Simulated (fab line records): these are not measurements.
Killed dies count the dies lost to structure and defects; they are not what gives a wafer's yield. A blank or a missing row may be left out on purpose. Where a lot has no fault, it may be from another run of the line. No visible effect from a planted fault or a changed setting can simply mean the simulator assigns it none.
Chamber matching || flow nand-harc || rie-si-04 running NHARC_P_STI_ETCH_15: 4 sister chambers
The step etches the open film in HBr/Cl2, target depth 300 nm, time 100.1 s. 4 wafers are shown with their chamber, then 8 later ones without.

WAFERS, EACH WITH ITS CHAMBER
{"wafer": "L086.1", "chamber": 2, "oes-product-au (a.u.)": 0.991}
{"wafer": "L087.3", "chamber": 1, "oes-product-au (a.u.)": 1.014}
{"wafer": "L087.6", "chamber": 0, "oes-product-au (a.u.)": 0.994}
{"wafer": "L091.3", "chamber": 3, "oes-product-au (a.u.)": 1.006}

WAFERS WHOSE CHAMBER IS MISSING
{"wafer": "L091.5", "oes-product-au (a.u.)": 1.009}
{"wafer": "L091.6", "oes-product-au (a.u.)": 0.997}
{"wafer": "L092.3", "oes-product-au (a.u.)": 1.009}
{"wafer": "L092.5", "oes-product-au (a.u.)": 1.008}
{"wafer": "L092.6", "oes-product-au (a.u.)": 0.996}
{"wafer": "L097.2", "oes-product-au (a.u.)": 0.986}
{"wafer": "L097.4", "oes-product-au (a.u.)": 1.002}
{"wafer": "L097.6", "oes-product-au (a.u.)": 0.984}

CHAMBER TAKEN BY EACH
{"wafer": "L091.5", "from the rows above": "can't be placed: 3 or 1", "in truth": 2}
{"wafer": "L091.6", "from the rows above": "can't be placed: 0 or 2 or 3", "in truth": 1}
{"wafer": "L092.3", "from the rows above": "can't be placed: 3 or 1", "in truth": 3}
{"wafer": "L092.5", "from the rows above": "can't be placed: 3 or 1", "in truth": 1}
{"wafer": "L092.6", "from the rows above": "can't be placed: 0 or 2", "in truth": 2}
{"wafer": "L097.2", "from the rows above": "can't be placed: 2 or 0", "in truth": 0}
{"wafer": "L097.4", "from the rows above": "can't be placed: 3 or 0 or 2", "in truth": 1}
{"wafer": "L097.6", "from the rows above": "can't be placed: 2 or 0", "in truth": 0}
Correct placement for 0 of the 8. Cannot be placed on the basis of these rows: 8; the candidates contain the true chamber in 5. Placed wrongly: 0.
How it was worked out, from the rows above alone: a wafer's distance from a chamber is the root of the sum, over the readings, of the square of ((its reading less the chamber's mean) divided by the reading's scatter). If the next closest chamber is less than 2 further off than the closest, the wafer can't be placed; otherwise it belongs to the closest. Each chamber's mean is taken over the wafers shown for it. The scatter (one wafer shown for each chamber): square how far every hidden wafer sits from the nearest shown wafer, average those squares and take the square root.
